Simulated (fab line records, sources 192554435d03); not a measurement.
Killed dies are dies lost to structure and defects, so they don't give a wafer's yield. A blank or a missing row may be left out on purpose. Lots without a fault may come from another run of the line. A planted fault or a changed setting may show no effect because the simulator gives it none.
A struck lot beside a sound one | flow n5_finfet | 37 steps out of a route of 1938
Sound: wafers L764.1, L764.2, L764.4. Struck: wafers L773.1, L773.4, L773.6. The cause comes at the end.
At each step with rows: each side's tool, then ch and its chambers, then its first start. Under that, the readings that differ: sound wafers | struck wafers | difference of the means | sigmas: that difference in standard deviations of wafers without a fault.
alike: readings whose means differ by less than 2 such deviations, and words and numbers that are the same on both sides. not compared: withheld readings, readings that some wafer has no value for, bounds like >300 that may hide the same value, and numbers for which the record gives no deviation and whose values overlap.
The two part at a step that has a row with sigmas, a row that says differs or no value, or rows on one side only. Numbers that don't overlap but have no deviation are shown without sigmas and don't part them. A reading that every wafer of one side lacks parts them only if that side has two wafers or more.

first, 9 steps without rows for these wafers: N5_WELL_APT_COAT_02 (resist thk 950 nm); N5_WELL_APT_EBR_04; N5_WELL_APT_SOFTBAKE_03 (time 60 s); N5_WELL_APT_EXPOSE_05 (exposes mask NWELL, defocus 0 nm, target cd 200 nm); N5_WELL_APT_PEB_06 (peb time 90 s); N5_WELL_APT_DEVELOP_07 (develop time 45 s); N5_WELL_APT_HARDBAKE_12 (time 120 s); N5_WELL_APT_DESCUM_13 (chemistry O2, time 7.9 s); N5_WELL_APT_IMPLANT_14.
N5_WELL_APT_IMPLANT_15:
  sound on implanter-01 ch 0, day 2 14:05; struck on implanter-01 ch 0, day 4 20:03
  reading            | sound                            | struck                        | difference | sigmas
  dose_ions_cm2      | 1.5021e+13 1.5031e+13 1.5013e+13 | 4.739e+12 4.737e+12 4.751e+12 | -1.028e+13 | -99 or more
  faraday_current_uA | 196 192 186                      | 62 59 62                      | -130       | -32
then, 25 steps without rows for these wafers: N5_WELL_APT_STRIP_16 (strips in SPM, time 900 s); N5_WELL_APT_HMDS_18 (time 60 s); N5_WELL_APT_COAT_19 (resist thk 950 nm); N5_WELL_APT_EBR_21; N5_WELL_APT_SOFTBAKE_20 (time 60 s); N5_WELL_APT_EXPOSE_22 (exposes mask PWELL, defocus 0 nm, target cd 200 nm); N5_WELL_APT_PEB_23 (peb time 90 s); N5_WELL_APT_DEVELOP_24 (develop time 45 s); N5_WELL_APT_HARDBAKE_29 (time 120 s); N5_WELL_APT_DESCUM_30 (chemistry O2, time 7.9 s); N5_WELL_APT_IMPLANT_31; N5_WELL_APT_IMPLANT_32; N5_WELL_APT_STRIP_33 (strips in SPM, time 900 s); N5_WELL_APT_RTA_34 (time 10 s); N5_WELL_APT_OXIDE_STRIP_42 (strips SiO2 in dHF, time 45 s, target depth 12 nm); N5_WELL_APT_PRECLEAN_36 (cleans in O3/DIW, time 45 s); N5_WELL_APT_PRECLEAN_39 (cleans in dHF, time 60 s); N5_WELL_APT_SRD_37 (time 30 s); N5_WELL_APT_EPI_41 (deposits Si from SiH4/H2, target thk 50 nm, time 297.7 s); N5_PMOS_HMC_CHANNEL_EPI_HM_DEP_34 (deposits SiO2 from TEOS/O2, target thk 36 nm, time 6.9 s); N5_PMOS_HMC_CHANNEL_EPI_COAT_31 (time 60 s, resist thk 66 nm); N5_PMOS_HMC_CHANNEL_EPI_COAT_03 (resist thk 205 nm); N5_PMOS_HMC_CHANNEL_EPI_EBR_05; N5_PMOS_HMC_CHANNEL_EPI_SOFTBAKE_04 (time 60 s); N5_PMOS_HMC_CHANNEL_EPI_EXPOSE_06 (exposes mask PMOS HMC BLK, target cd 240 nm).
-- the record jumps here: 7 days lie between the struck wafers' starts before and after (it left off in module PMOS_HMC_CHANNEL_EPI and takes up again in module BEOL_M4, whose first step shown is number 1111 of the route) --
N5_BEOL_M4_RC_MEAS_101:
  sound on prober-01 ch 0, day 9 05:26; struck on prober-02 ch 0, day 11 13:32
  reading        | sound          | struck         | difference | sigmas
  CJ_P           | 5.76 5.84 5.86 | 3.07 3.17 3.14 | -2.69      | -14
  DIBL_P (mV/V)  | 34.6 33.6 33.3 | 38.7 41.6 39.0 | +5.9       | +3
  IOFF_P (nA/um) | 0.19 0.19 0.19 | 0.25 0.34 0.27 | +0.10      | +3
  SS_P (mV/dec)  | 72.6 72.3 72.9 | 74.0 75.7 74.3 | +2.1       | +3
  alike: DIBL_N, IOFF_N, ION_N, ION_P, SS_N, VT_N, VT_P
-- the record jumps here: 4 days lie between the struck wafers' starts before and after (it left off in module BEOL_M4 and takes up again in module PASSIVATION, whose first step shown is number 1936 of the route) --
N5_PASSIVATION_PROBE_49:
  sound on prober-02, day 13 20:38; struck on prober-02, day 15 23:11
  reading            | sound          | struck         | difference | sigmas
  killed_at_M0_to_M3 | 51 60 36       | 28 29 30       | -20        | -2
  killed_dies        | 114 137 113    | 96 90 88       | -30        | -2
  sort_n_pass        | 1066 1043 1067 | 1084 1090 1092 | +30        | +2
  alike: defect_limited_yield, killed_at_M4_up, killed_at_contacts, killed_at_front_end, killed_at_other, killed_open, killed_short, sort_bin_4_leakage, sort_bin_5_function, sort_bin_6_memory, sort_yield_pct

WHERE THEY PART
First at N5_WELL_APT_IMPLANT_15; last, within this record, at N5_PASSIVATION_PROBE_49.

WHY: what the simulator had put in
Process parameter drift: implanter-01, from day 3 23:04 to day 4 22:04, at N5_WELL_APT_IMPLANT_15. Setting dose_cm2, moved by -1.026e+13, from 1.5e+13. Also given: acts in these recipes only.
